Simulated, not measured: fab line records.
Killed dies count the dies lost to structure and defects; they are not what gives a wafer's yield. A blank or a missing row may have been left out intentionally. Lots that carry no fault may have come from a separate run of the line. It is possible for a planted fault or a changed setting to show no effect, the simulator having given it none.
Matching of chambers || flow nand_harc || 4 sister chambers for NHARC_A_WL_FILL_ALD_19 on ald_metal-03
The step deposits TiN, target thk 2 nm, pulse time 3 s, ald cycles 100. 18 wafers are shown with their chamber, then 9 later ones without.

## WAFERS PAIRED WITH THEIR CHAMBERS
{"wafer": "L074.1", "chamber": 0, "heater_power_w (W)": 1160, "precursor_pulse_height_rel": 1.013}
{"wafer": "L074.4", "chamber": 2, "heater_power_w (W)": 1043, "precursor_pulse_height_rel": 0.999}
{"wafer": "L074.5", "chamber": 2, "heater_power_w (W)": 1003, "precursor_pulse_height_rel": 1.014}
{"wafer": "L080.2", "chamber": 3, "heater_power_w (W)": 1114, "precursor_pulse_height_rel": 1.020}
{"wafer": "L080.3", "chamber": 2, "heater_power_w (W)": 1020, "precursor_pulse_height_rel": 0.971}
{"wafer": "L080.4", "chamber": 1, "heater_power_w (W)": 1187, "precursor_pulse_height_rel": 0.991}
{"wafer": "L081.2", "chamber": 3, "heater_power_w (W)": 1118, "precursor_pulse_height_rel": 0.995}
{"wafer": "L081.4", "chamber": 1, "heater_power_w (W)": 1199, "precursor_pulse_height_rel": 0.993}
{"wafer": "L081.5", "chamber": 0, "heater_power_w (W)": 1156, "precursor_pulse_height_rel": 1.009}
{"wafer": "L083.1", "chamber": 3, "heater_power_w (W)": 1153, "precursor_pulse_height_rel": 0.995}
{"wafer": "L083.5", "chamber": 1, "heater_power_w (W)": 1227, "precursor_pulse_height_rel": 0.990}
{"wafer": "L083.6", "chamber": 0, "heater_power_w (W)": 1185, "precursor_pulse_height_rel": 0.974}
{"wafer": "L083.2", "chamber": 0, "heater_power_w (W)": 1139, "precursor_pulse_height_rel": 0.968}
{"wafer": "L083.3", "chamber": 1, "heater_power_w (W)": 1204, "precursor_pulse_height_rel": 1.035}
{"wafer": "L083.4", "chamber": 3, "heater_power_w (W)": 1149, "precursor_pulse_height_rel": 1.019}
{"wafer": "L085.1", "chamber": 3, "heater_power_w (W)": 1103, "precursor_pulse_height_rel": 1.004}
{"wafer": "L085.2", "chamber": 1, "heater_power_w (W)": 1226, "precursor_pulse_height_rel": 0.986}
{"wafer": "L085.3", "chamber": 0, "heater_power_w (W)": 1196, "precursor_pulse_height_rel": 0.985}

SIGNATURES (means of the wafers above)
{"reading": "heater_power_w", "chamber 0": 1167.20, "chamber 1": 1208.60, "chamber 2": 1022.00, "chamber 3": 1127.40, "scatter within a chamber": 20.9}
{"reading": "precursor_pulse_height_rel", "chamber 0": 0.98980, "chamber 1": 0.99900, "chamber 2": 0.99467, "chamber 3": 1.00660, "scatter within a chamber": 0.0186}
Rule: distance of a wafer from a chamber = root of the sum over the readings of ((wafer's reading minus chamber's mean) / reading's scatter) squared. The wafer belongs to the nearest chamber; if the next one is less than 2 further off, it can't be placed. How the scatter is found: for the shown wafers, subtract from each reading the mean of its chamber, square and add these, divide the total by (wafers less chambers), then take the root.

## WAFERS WHOSE CHAMBER IS MISSING
{"wafer": "L088.1", "heater_power_w (W)": 1172, "precursor_pulse_height_rel": 1.009}
{"wafer": "L088.2", "heater_power_w (W)": 1131, "precursor_pulse_height_rel": 1.004}
{"wafer": "L088.4", "heater_power_w (W)": 1218, "precursor_pulse_height_rel": 1.014}
{"wafer": "L090.1", "heater_power_w (W)": 1210, "precursor_pulse_height_rel": 0.978}
{"wafer": "L090.3", "heater_power_w (W)": 1185, "precursor_pulse_height_rel": 1.024}
{"wafer": "L090.4", "heater_power_w (W)": 987, "precursor_pulse_height_rel": 1.005}
{"wafer": "L096.3", "heater_power_w (W)": 1199, "precursor_pulse_height_rel": 0.980}
{"wafer": "L096.4", "heater_power_w (W)": 1017, "precursor_pulse_height_rel": 0.980}
{"wafer": "L096.6", "heater_power_w (W)": 1132, "precursor_pulse_height_rel": 1.008}

## WHICH CHAMBER EACH ONE RAN IN
{"wafer": "L088.1", "from the rows above": "can't be placed: 0 or 1 or 3", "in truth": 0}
{"wafer": "L088.2", "from the rows above": "can't be placed: 3 or 0", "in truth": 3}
{"wafer": "L088.4", "from the rows above": "can't be placed: 1 or 0", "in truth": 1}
{"wafer": "L090.1", "from the rows above": "can't be placed: 1 or 0", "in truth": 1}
{"wafer": "L090.3", "from the rows above": "can't be placed: 1 or 0 or 3", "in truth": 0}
{"wafer": "L090.4", "from the rows above": 2, "in truth": 2}
{"wafer": "L096.3", "from the rows above": "can't be placed: 1 or 0", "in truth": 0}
{"wafer": "L096.4", "from the rows above": 2, "in truth": 2}
{"wafer": "L096.6", "from the rows above": "can't be placed: 3 or 0", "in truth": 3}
2 of 9 placed correctly. Cannot be placed on the basis of these rows: 7; the candidates contain the true chamber in 7. Placed wrongly: 0.
